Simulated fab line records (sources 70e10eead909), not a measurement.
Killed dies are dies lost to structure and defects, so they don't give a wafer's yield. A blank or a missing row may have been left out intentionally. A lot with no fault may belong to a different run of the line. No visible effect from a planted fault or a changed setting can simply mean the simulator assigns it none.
Chamber matching	flow nand_harc	rie_diel-04 running NHARC_A_CONTACT_ETCH_48: 4 sister chambers
The step etches the open film in CF4, target depth 39 nm, time 65 s. 18 wafers are shown with their chamber, then 9 later ones without.

== WAFERS WITH THEIR CHAMBER ==
wafer	chamber	drypump_motor_current_A (A)	showerhead_plenum_p_Torr (Torr)	rf_vpp_V (V)
L074.1	1	5.8	1.80	151.2
L074.2	2	5.3	1.79	151.1
L074.4	1	5.8	1.80	151.6
L076.1	2	5.4	1.79	151.5
L076.4	3	6.2	1.89	153.2
L076.5	1	5.8	1.80	152.5
L082.3	0	5.4	1.72	151.2
L082.4	2	5.4	1.78	151.7
L082.5	3	6.3	1.89	152.8
L084.1	1	5.8	1.79	152.0
L084.5	3	6.3	1.89	152.1
L084.6	0	5.4	1.72	149.3
L086.2	1	5.8	1.79	152.3
L086.5	3	6.2	1.88	151.8
L086.6	0	5.4	1.72	150.3
L090.1	3	6.3	1.88	152.3
L090.4	1	5.8	1.78	151.4
L090.6	2	5.4	1.78	151.8

SIGNATURES (averages over the wafers above)
reading	chamber 0	chamber 1	chamber 2	chamber 3	scatter within a chamber
drypump_motor_current_A	5.400	5.800	5.375	6.260	0.0373
showerhead_plenum_p_Torr	1.7200	1.7933	1.7850	1.8860	0.00629
rf_vpp_V	150.267	151.833	151.525	152.440	0.578
Rule: a wafer lies at a distance from a chamber equal to the root of the sum of squares, over the readings, of (its reading less the chamber's mean, divided by the reading's scatter). The wafer belongs to the nearest chamber; if the next one is less than 2 further off, it can't be placed. The scatter: take each reading less its chamber's mean, square it, sum over the shown wafers, divide by the number of wafers less the number of chambers, and take the root.

== WAFERS MISSING THEIR CHAMBER ==
wafer	drypump_motor_current_A (A)	showerhead_plenum_p_Torr (Torr)	rf_vpp_V (V)
L091.1	5.8	1.78	151.9
L091.2	5.4	1.78	152.7
L091.4	6.2	1.88	151.4
L092.2	5.4	1.71	149.4
L092.4	5.8	1.78	150.3
L092.6	5.8	1.78	149.8
L093.1	5.4	1.77	151.5
L093.2	5.8	1.78	150.6
L093.5	5.4	1.77	150.8

== EACH ONE'S CHAMBER ==
wafer	from the rows above	in truth
L091.1	1	1
L091.2	2	2
L091.4	3	3
L092.2	0	0
L092.4	1	1
L092.6	1	1
L093.1	2	2
L093.2	1	1
L093.5	2	2
Correct placement for 9 of the 9. Left unplaced by these rows: 0. Number placed wrongly: 0.
